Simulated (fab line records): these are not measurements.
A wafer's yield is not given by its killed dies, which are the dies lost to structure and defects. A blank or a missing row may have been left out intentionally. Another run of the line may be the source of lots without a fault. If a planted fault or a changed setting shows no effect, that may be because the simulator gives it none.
Chamber matching | flow n5-finfet | N5_BEOL_M7_ETCH_66 on rie-diel-03 has 4 sister chambers
The step etches SOC in N2/H2, target depth 80 nm, overetch 16 nm, time 120 s. 4 wafers are shown with their chamber, then 10 later ones without.

## WAFERS PAIRED WITH THEIR CHAMBERS
wafer  | chamber | drypump-motor-current-A (A)
L088.1 | 3       | 5.5
L088.4 | 1       | 6.1
L093.3 | 2       | 5.3
L093.4 | 0       | 4.7

## WAFERS WHOSE CHAMBER IS MISSING
wafer  | drypump-motor-current-A (A)
L093.5 | 6.0
L092.1 | 6.0
L092.2 | 4.8
L092.6 | 4.7
L091.1 | 4.7
L091.3 | 6.0
L091.6 | 6.0
L096.2 | 5.3
L096.3 | 5.5
L096.6 | 4.7

## CHAMBER TAKEN BY EACH
wafer  | from the rows above | in truth
L093.5 | 1                   | 1
L092.1 | 1                   | 1
L092.2 | 0                   | 0
L092.6 | 0                   | 0
L091.1 | 0                   | 0
L091.3 | 1                   | 1
L091.6 | 1                   | 1
L096.2 | 2                   | 2
L096.3 | 3                   | 3
L096.6 | 0                   | 0
Placed correctly: 10 of 10. From these rows, 0 cannot be placed. Wrongly placed: 0.
How it was worked out, from the rows above alone: a wafer's distance from a chamber is the root of the sum, over the readings, of the square of ((its reading less the chamber's mean) divided by the reading's scatter). If the next closest chamber is less than 2 further off than the closest, the wafer can't be placed; otherwise it belongs to the closest. The mean given for a chamber averages the wafers shown for that chamber. The scatter (one wafer shown for each chamber): square how far every hidden wafer sits from the nearest shown wafer, average those squares and take the square root.
